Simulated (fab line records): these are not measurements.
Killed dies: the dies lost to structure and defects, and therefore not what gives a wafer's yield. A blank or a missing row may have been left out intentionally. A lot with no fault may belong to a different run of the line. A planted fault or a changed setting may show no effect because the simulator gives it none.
Split-lot experiment + flow n5_finfet + on a route of 1938 steps: 7 lots, 39 wafers read

THE SPLIT
At N5_BEOL_M2_ILD_DEP_00 (deposits SiOC from DEMS/O2, target thk 79 nm, time 15.3 s), the setting time_s was moved away from the recipe's 15.3 s on 9 of the 39 wafers read, by -59.4% to +40.2%. All remaining wafers had this setting at the recipe value.

The file shows no step between the split and the reading.

THE READING
Values of M2_ILD_THK in nm from N5_BEOL_M2_THK_MEAS_01. On this fab line, fault-free wafers typically give 79.7 nm with a standard deviation of 1.2 nm.

| wafer  | tool, chamber at the split | time_s as run, s | against the recipe | M2_ILD_THK, nm | against lot-mates on the recipe |
|--------|----------------------------|------------------|--------------------|----------------|---------------------------------|
| L078.1 | pecvd-02, 1,2              | 7.229            | -52.8%             | 38.1           | -42.5                           |
| L078.2 | pecvd-02, 1,2              | 7.229            | -52.8%             | 38.2           | -42.4                           |
| L078.3 | pecvd-02, 0                | 15.3             | recipe             | 78.8           | -                               |
| L078.4 | pecvd-02, 0                | 15.3             | recipe             | 81.6           | -                               |
| L078.5 | pecvd-02, 2                | 15.3             | recipe             | 81.4           | -                               |
| L078.6 | pecvd-02, 1                | 7.229            | -52.8%             | 38.5           | -42.1                           |
| L081.1 | pecvd-02, 1                | 15.3             | recipe             | 79.8           | -                               |
| L081.2 | pecvd-02, 2                | 15.3             | recipe             | 79.5           | -                               |
| L081.3 | pecvd-02, 0                | 6.218            | -59.4%             | 34.2           | -46.1                           |
| L081.4 | pecvd-02, 0                | 15.3             | recipe             | 81.7           | -                               |
| L081.5 | pecvd-02, 1                | 6.218            | -59.4%             | 35.3           | -45.0                           |
| L081.6 | pecvd-02, 2                | 6.218            | -59.4%             | 33.7           | -46.6                           |
| L082.1 | pecvd-04, 0                | 15.3             | recipe             | 76.9           | -                               |
| L082.2 | pecvd-04, 1                | 15.3             | recipe             | 77.2           | -                               |
| L082.3 | pecvd-04, 1,0              | 15.3             | recipe             | 78.3           | -                               |
| L082.4 | pecvd-04, 1,0              | 15.3             | recipe             | 78.5           | -                               |
| L082.5 | pecvd-04, 1                | 15.3             | recipe             | 78.2           | -                               |
| L082.6 | pecvd-04, 0                | 15.3             | recipe             | 78.9           | -                               |
| L084.3 | pecvd-01, 1                | 15.3             | recipe             | 78.2           | -                               |
| L084.5 | pecvd-01, 1                | 15.3             | recipe             | 80.0           | -                               |
| L084.6 | pecvd-01, 0                | 15.3             | recipe             | 79.9           | -                               |
| L087.1 | pecvd-01, 0                | 15.3             | recipe             | 79.2           | -                               |
| L087.2 | pecvd-01, 2                | 15.3             | recipe             | 80.0           | -                               |
| L087.3 | pecvd-01, 1                | 15.3             | recipe             | 77.9           | -                               |
| L087.4 | pecvd-01, 2                | 15.3             | recipe             | 80.9           | -                               |
| L087.5 | pecvd-01, 0,1              | 15.3             | recipe             | 79.8           | -                               |
| L087.6 | pecvd-01, 0,1              | 15.3             | recipe             | 79.7           | -                               |
| L095.1 | pecvd-02, 2                | 15.3             | recipe             | 78.1           | -                               |
| L095.2 | pecvd-02, 1                | 21.45            | +40.2%             | 109.7          | +30.0                           |
| L095.3 | pecvd-02, 0                | 15.3             | recipe             | 79.6           | -                               |
| L095.4 | pecvd-02, 1                | 21.45            | +40.2%             | 111.3          | +31.6                           |
| L095.5 | pecvd-02, 0                | 15.3             | recipe             | 81.3           | -                               |
| L095.6 | pecvd-02, 2                | 21.45            | +40.2%             | 110.7          | +31.0                           |
| L096.1 | pecvd-01, 2                | 15.3             | recipe             | 79.6           | -                               |
| L096.2 | pecvd-01, 1                | 15.3             | recipe             | 79.4           | -                               |
| L096.3 | pecvd-01, 0                | 15.3             | recipe             | 79.0           | -                               |
| L096.4 | pecvd-01, 1                | 15.3             | recipe             | 79.9           | -                               |
| L096.5 | pecvd-01, 0                | 15.3             | recipe             | 80.4           | -                               |
| L096.6 | pecvd-01, 2                | 15.3             | recipe             | 80.9           | -                               |
Rows listing several chambers each stand for several wafers; the file does not say which wafer went through which chamber.

FIT RESULTS
A straight line over all 39 wafers: M2_ILD_THK changes by +0.77 nm for each +1% of time_s; r = +1.00; the points scatter about the line by 1.2 nm.
The same after taking each lot's own level away (the mean of its wafers on the recipe; 39 wafers): +0.782 nm for each +1%; r = +1.00; scatter 0.94 nm.
That fit puts the effect of the largest move of time_s on the reading at 46 nm.
The lots' own levels span 78.00 to 80.60 nm, that is 2.2 times the standard deviation above.
The two slopes agree, so the slope changes little with the lot-to-lot level.
Check: -46.6 nm against its lot-mates is what the line predicts for one of the wafers moved furthest among these (-59.4%) when that wafer is left out of the fit. It came out at -46.1 nm against them.

THESE WAFERS: OTHER SPLITS
Other splits were also applied to these wafers ahead of the reading. Each is held against what the fit with the lots' levels taken away leaves over:
| other split on the same wafers                 | wafers away from the commonest value | r with M2_ILD_THK (lot level and that fit taken away) |
|------------------------------------------------|--------------------------------------|-------------------------------------------------------|
| N5_PMOS_HMC_CHANNEL_EPI_HM_DEP_34 target_thk_a | 12                                   | +0.10                                                 |
| N5_FIN_SAQP_SPACER1_ALD_24 ald_cycles          | 15                                   | -0.16                                                 |
| N5_SD_EPI_P_EPI_21 time_s                      | 12                                   | -0.27                                                 |
| N5_HKMG_FIN_ETCH_86 target_depth_a             | 18                                   | +0.15                                                 |
| N5_MOL_CONTACT_COAG_ALD_27 ald_cycles          | 12                                   | -0.02                                                 |

THE WHOLE CHAIN: every reading that the file lists as answering this split, in the file's order
| step                   | what it does                                              | reading                                                                            | change (the file's fit)               | r (the file's) |
|------------------------|-----------------------------------------------------------|------------------------------------------------------------------------------------|---------------------------------------|----------------|
| N5_BEOL_M2_ILD_DEP_00  | deposits SiOC from DEMS/O2, target thk 79 nm, time 15.3 s | SiOC_of_BEOL_M2_ILD_DEP_00.thk_nm (the simulator's own value, which no gauge read) | +0.783 nm for each +1% of the setting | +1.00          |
| N5_BEOL_M2_THK_MEAS_01 |                                                           | M2_ILD_THK                                                                         | +0.783 for each +1% of the setting    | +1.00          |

FILE'S OWN FIT
M2_ILD_THK changes by +0.783 nm for each +1% of time_s, r = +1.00.
